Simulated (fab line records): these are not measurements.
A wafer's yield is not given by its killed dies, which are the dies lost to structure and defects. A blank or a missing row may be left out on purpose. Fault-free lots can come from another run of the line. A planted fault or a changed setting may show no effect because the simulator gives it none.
Split-lot trial | flow n5Finfet | 7 lots, 39 wafers read, on a route of 1938 steps

## ON THE SPLIT
At N5_BEOL_M13_TRENCH_ETCH_34 (etches SiOC in C4F8/O2/Ar, target depth 413.47 nm, time 162.6 s), the setting timeS was moved away from the recipe's 162.6 s on 15 of the 39 wafers read, by -53.0% to +51.3%. This setting was run at the recipe's value on the other wafers.

## FROM THE SPLIT TO THE READING: what the file shows between them, 7 steps
- N5_BEOL_M13_STRIP_70: strips in C4F8/O2/Ar
- N5_BEOL_M13_OCD_MEAS_35
- N5_BEOL_M13_STRIP_37: strips in N2/H2
- N5_BEOL_M13_ETCH_38: etches SiCN in CF4/N2, target depth 67.5 nm, time 71.9 s
- N5_BEOL_M13_ECD_47: material Cu, target thk 936 nm
- N5_BEOL_M13_ANNEAL_48: time 90 s
- N5_BEOL_M13_CMP_49: polishes, stops on SiOC, t overpolish 17.1 s, target thk 420 nm

## THE READING
M13_THK, in nm, at N5_BEOL_M13_THK_MEAS_50 (measures by xrf). A value of 425 nm with a standard deviation of 6 nm is what fault-free wafers of this fab line usually give.

wafer  | tool, chamber at the split | timeS as run, s | against the recipe | M13_THK, nm | against lot-mates on the recipe
L074.1 | rieDiel-03, 1              | 162.6           | recipe             | 424         | -
L074.2 | rieDiel-03, 3              | 162.6           | recipe             | 428         | -
L074.3 | rieDiel-03, 2              | 245.3           | +50.9%             | 640         | +215
L074.4 | rieDiel-03, 3              | 245.3           | +50.9%             | 646         | +221
L074.5 | rieDiel-03, 1              | 162.6           | recipe             | 424         | -
L074.6 | rieDiel-03, 2              | 245.3           | +50.9%             | 644         | +219
L078.1 | rieDiel-03, 2              | 162.6           | recipe             | 427         | -
L078.2 | rieDiel-03, 0              | 76.35           | -53.0%             | 205         | -224
L078.3 | rieDiel-03, 3              | 162.6           | recipe             | 429         | -
L078.4 | rieDiel-03, 1              | 76.35           | -53.0%             | 201         | -228
L078.5 | rieDiel-03, 0              | 162.6           | recipe             | 430         | -
L078.6 | rieDiel-03, 1              | 76.35           | -53.0%             | 203         | -226
L085.1 | rieDiel-01, 1              | 134.9           | -17.0%             | 351         | -75
L085.2 | rieDiel-01, 3              | 134.9           | -17.0%             | 358         | -68
L085.3 | rieDiel-01, 3              | 134.9           | -17.0%             | 354         | -72
L085.4 | rieDiel-01, 1              | 162.6           | recipe             | 424         | -
L085.5 | rieDiel-01, 3              | 162.6           | recipe             | 428         | -
L085.6 | rieDiel-01, 1              | 162.6           | recipe             | 425         | -
L088.3 | rieDiel-02, 0              | 162.6           | recipe             | 423         | -
L088.5 | rieDiel-02, 3              | 162.6           | recipe             | 433         | -
L088.6 | rieDiel-02, 2              | 162.6           | recipe             | 428         | -
L089.1 | rieDiel-02, 3              | 246             | +51.3%             | 642         | +221
L089.2 | rieDiel-02, 0              | 162.6           | recipe             | 417         | -
L089.3 | rieDiel-02, 1              | 246             | +51.3%             | 649         | +228
L089.4 | rieDiel-02, 3              | 162.6           | recipe             | 427         | -
L089.5 | rieDiel-02, 0              | 246             | +51.3%             | 624         | +203
L089.6 | rieDiel-02, 1              | 162.6           | recipe             | 420         | -
L090.1 | rieDiel-03, 0              | 162.6           | recipe             | 420         | -
L090.2 | rieDiel-03, 2              | 162.6           | recipe             | 428         | -
L090.3 | rieDiel-03, 3              | 162.6           | recipe             | 424         | -
L090.4 | rieDiel-03, 2              | 162.6           | recipe             | 428         | -
L090.5 | rieDiel-03, 3              | 162.6           | recipe             | 428         | -
L090.6 | rieDiel-03, 0              | 162.6           | recipe             | 420         | -
L095.1 | rieDiel-02, 1              | 126.8           | -22.0%             | 341         | -94
L095.2 | rieDiel-02, 3              | 162.6           | recipe             | 437         | -
L095.3 | rieDiel-02, 2              | 126.8           | -22.0%             | 340         | -95
L095.4 | rieDiel-02, 0              | 162.6           | recipe             | 429         | -
L095.5 | rieDiel-02, 0              | 126.8           | -22.0%             | 332         | -103
L095.6 | rieDiel-02, 1              | 162.6           | recipe             | 440         | -

THE FIT
A straight line over all 39 wafers: M13_THK changes by +4.19 nm for each +1% of timeS; r = +1.00; the points scatter about the line by 5.6 nm.
The same after taking each lot's own level away (the mean of its wafers on the recipe; 39 wafers): +4.26 nm for each +1%; r = +1.00; scatter 4.5 nm.
On that fit, the largest move of timeS shifts the reading by 2.3e+02 nm.
The lots' own levels span 421.3 to 435.3 nm, that is 2.3 times the standard deviation above.
The two slopes agree, so the slope changes little with the lot-to-lot level.
Check: -227 nm against its lot-mates is what the line predicts for one of the wafers moved furthest among these (-53.0%) when that wafer is left out of the fit. It came out at -224 nm against them.

## THE WHOLE CHAIN: every reading that the file lists as answering this split, in the file's order
step                       | what it does                                                    | reading                                                                      | change (the file's fit)                                                                 | r (the file's)
N5_BEOL_M13_TRENCH_ETCH_34 | etches SiOC in C4F8/O2/Ar, target depth 413.47 nm, time 162.6 s | etch.depthNm (the simulator's own value, which no gauge read)                | +4.16 nm for each +1% of the setting                                                    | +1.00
N5_BEOL_M13_OCD_MEAS_35    |                                                                 | trenchDepthNm                                                                | +4.16 nm for each +1% of the setting                                                    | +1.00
N5_BEOL_M13_CMP_49         | polishes, stops on SiOC, t overpolish 17.1 s, target thk 420 nm | Cu_of_BEOL_M13_ECD_47.thkNm (the simulator's own value, which no gauge read) | +4.17 nm for each +1% of the setting                                                    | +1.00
N5_BEOL_M13_THK_MEAS_50    | measures by xrf                                                 | M13_THK                                                                      | +4.26 for each +1% of the setting                                                       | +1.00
N5_BEOL_M13_RS_MEAS_54     | measures by four-point-probe                                    | M13_RS                                                                       | not straight: 0.0987 at the lowest setting, 0.0450 at the recipe, 0.0295 at the highest | not given

## FILE'S OWN FIT
M13_THK changes by +4.26 nm for each +1% of timeS, r = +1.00.
